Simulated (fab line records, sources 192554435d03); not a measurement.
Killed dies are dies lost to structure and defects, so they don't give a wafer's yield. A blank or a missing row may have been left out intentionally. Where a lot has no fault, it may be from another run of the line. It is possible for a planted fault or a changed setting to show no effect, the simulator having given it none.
A lot that was struck, set against a sound lot :: flow n5 finfet :: 38 steps out of a route of 1938
Sound: these wafers, L244.3, L244.4, L244.6. Struck: wafers L237.3, L237.6. (L237.2 of the same lot was not struck and is left out.) The cause comes at the end.
Per side, at each step with rows, come the tool, then ch with its chambers, and then its first start. Under that, the readings that differ: sound wafers :: struck wafers :: difference of the means :: sigmas: that difference in standard deviations of wafers without a fault.
alike: same words and numbers on both sides, and readings whose means sit less than 2 such deviations apart. not compared: any withheld reading, any reading some wafer has no value for, any bound like >300 that may hide the same value, and any number with overlapping values for which the record gives no deviation.
A row with sigmas, a row that says differs or no value, or rows on one side alone: a step with any of these is where the two part. Numbers that have no deviation but don't overlap get no sigmas and don't part them. Lack of a reading on every wafer of one side parts them only where that side has two or more wafers.

first, 9 steps without rows for these wafers: N5_BEOL_M9_DESCUM_33 (chemistry O2, time 7 s); N5_BEOL_M9_ETCH_76 (etches underlayer in N2/H2, target depth 6.5 nm, time 5.2 s); N5_BEOL_M9_ETCH_65 (etches SiARC in CF4, target depth 15.6 nm, time 26 s); N5_BEOL_M9_ETCH_66 (etches SOC in N2/H2, target depth 80 nm, overetch 16 nm, time 120 s); N5_BEOL_M9_STRIP_69 (strips in N2/H2); N5_BEOL_M9_STRIP_77 (strips in N2/H2); N5_BEOL_M9_VIA_ETCH_34 (etches SiCOH lowk in C4F6/O2, target depth 182.4 nm, time 68.4 s); N5_BEOL_M9_STRIP_73 (strips in C4F6/O2); N5_BEOL_M9_STRIP_36 (strips in N2/H2).
N5_BEOL_M9_TRENCH_ETCH_37: etches SiCOH lowk in C4F6/O2, target depth 151.43 nm, time 49 s.
  sound on rie diel-01 ch 1,2,3, day 15 05:34; struck on rie diel-03 ch 0, day 13 19:28
reading: rf fwd power W (W)
sound: 341.4 339.9 341.4
struck: 281.1 279.3
difference: -60.7
sigmas: -40

reading: rf vpp V (V)
sound: 682 699 665
struck: 723 721
difference: +40
sigmas: +2

reading: model.etch.depth nm (nm)
sound: 153.6 148.1 149.7
struck: 137.9 137.3
difference: -12.9
sigmas: 

reading: model.BEOL_M9.feature depth nm (nm)
sound: 153.6 148.2 149.6
struck: 137.8 137.4
difference: -12.9
sigmas: 
  alike: drypump motor current A, oes_f_703_au, oes product au, showerhead plenum p Torr, throttle valve pct
  not compared: rf hours counter h
then, 2 steps without rows for these wafers: N5_BEOL_M9_ETCH_41 (etches SiCN in CH3F/O2, target depth 36.6 nm, time 70.1 s); N5_BEOL_M9_STRIP_80 (strips in N2/H2, time 10 s).
N5_BEOL_M9_OCD_MEAS_38:
  sound on ocd-01, day 15 05:44; struck on ocd-02, day 13 19:38
reading: trench depth nm (nm)
sound: 153.3 148.4 149.5
struck: 137.6 136.8
difference: -13.2
sigmas: -5
then, 13 steps without rows for these wafers: N5_BEOL_M9_HM_STRIP_39 (strips TiN in peroxide tin strip, target depth 25 nm, time 158 s); N5_BEOL_M9_SRD_40 (time 30 s); N5_BEOL_M9_PRECLEAN_42 (cleans in residue remover, time 60 s); N5_BEOL_M9_SRD_43 (time 30 s); N5_BEOL_M9_CURE_72 (cures SiCOH lowk, time 120 s); N5_BEOL_M9_DEGAS_44 (time 60 s); N5_BEOL_M9_PRE_CLEAN_45 (time 30 s); N5_BEOL_M9_ALD_74 (deposits TaN, target thk 2 nm, pulse time 2 s, purge time 3 s); N5_BEOL_M9_SURFACE_TREAT_79; N5_BEOL_M9_CVD_78 (deposits Co from CCTBA/H2, target thk 2 nm, time 138.9 s); N5_BEOL_M9_SPUTTER_48 (material Cu, target thk 12 nm, time 2 s); N5_BEOL_M9_ECD_50 (material Cu, target thk 318 nm); N5_BEOL_M9_ANNEAL_51 (time 90 s).
N5_BEOL_M9_CMP_52: polishes, stops on SiCOH lowk, t overpolish 7 s, target thk 140 nm.
  sound on cmp-03 ch 0,1,2, day 15 08:32; struck on cmp-01 ch 1, day 13 22:16
reading: model.Cu_of_BEOL_M9_ECD_50.thk nm (nm)
sound: 142.6 137 137.4
struck: 126 126.4
difference: -13
sigmas: 
  alike: barrier field endpoint s, edge zone pressure frac, motor current A, overpolish run s, time to endpoint s
N5_BEOL_M9_THK_MEAS_53: measures by xrf.
  sound on film metro-02, day 15 08:47; struck on film metro-01, day 13 22:33
reading: M9_THK (nm)
sound: 140.6 135.9 136.0
struck: 125.2 125.8
difference: -12.0
sigmas: -4
then, 2 steps without rows for these wafers: N5_BEOL_M9_PRE_CLEAN_55 (time 15 s); N5_BEOL_M9_DEP_56 (deposits SiCN from 3MS/NH3, target thk 15 nm, time 26.5 s).
N5_BEOL_M9_RS_MEAS_57: the measuring method here is four-point-probe.
  sound on film metro-02, day 15 08:56; struck on film metro-01, day 13 22:41
reading: M9_RS (ohm/sq)
sound: 0.148 0.154 0.154
struck: 0.170 0.169
difference: +0.018
sigmas: +5
then, 5 steps without rows for these wafers: N5_BEOL_M10_ILD_DEP_00 (deposits SiCOH lowk from DEMS/porogen, target thk 308.51 nm, time 58 s); N5_BEOL_M10_CURE_71 (cures SiCOH lowk, time 240 s); N5_BEOL_M10_PECVD_70 (deposits SiO2 from TEOS/O2, target thk 20 nm, time 22.7 s); N5_BEOL_M10_HM_DEP_02 (deposits TiN, target thk 20 nm); N5_BEOL_M10_COAT_59 (time 60 s, resist thk 100 nm).
N5_BEOL_M15_RC_MEAS_101:
  sound on prober-02 ch 0, day 17 07:20; struck on prober-02 ch 0, day 15 20:55
reading: SERP_M9 (ohm/um)
sound: 3.02 3.19 3.16
struck: 3.47 3.45
difference: +0.34
sigmas: +4

reading: SERP_M9_max_site (ohm/um)
sound: 3.05 3.25 3.23
struck: 3.64 3.72
difference: +0.50
sigmas: +6
  alike: COMB_M10, COMB_M10_max_site, COMB_M11, COMB_M12, COMB_M13, COMB_M14, COMB_M15, COMB_M5, COMB_M6, COMB_M6_max_site, COMB_M7, COMB_M8, COMB_M9, SERP_M10, SERP_M10_max_site, SERP_M11, SERP_M12, SERP_M13, SERP_M14, SERP_M5, SERP_M6, SERP_M7, SERP_M8, SERP_M8_max_site
N5_PASSIVATION_PROBE_49:
  sound wafers here have rows in the record (prober-02, day 17 20:28); struck ones have none

== WHERE THEY PART ==
At N5_BEOL_M9_TRENCH_ETCH_37 first; at N5_PASSIVATION_PROBE_49 last (within this record only).

WHY: the cause the simulator had injected
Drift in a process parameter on rie diel-03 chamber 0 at N5_BEOL_M9_TRENCH_ETCH_37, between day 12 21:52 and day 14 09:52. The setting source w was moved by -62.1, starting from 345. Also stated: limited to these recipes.
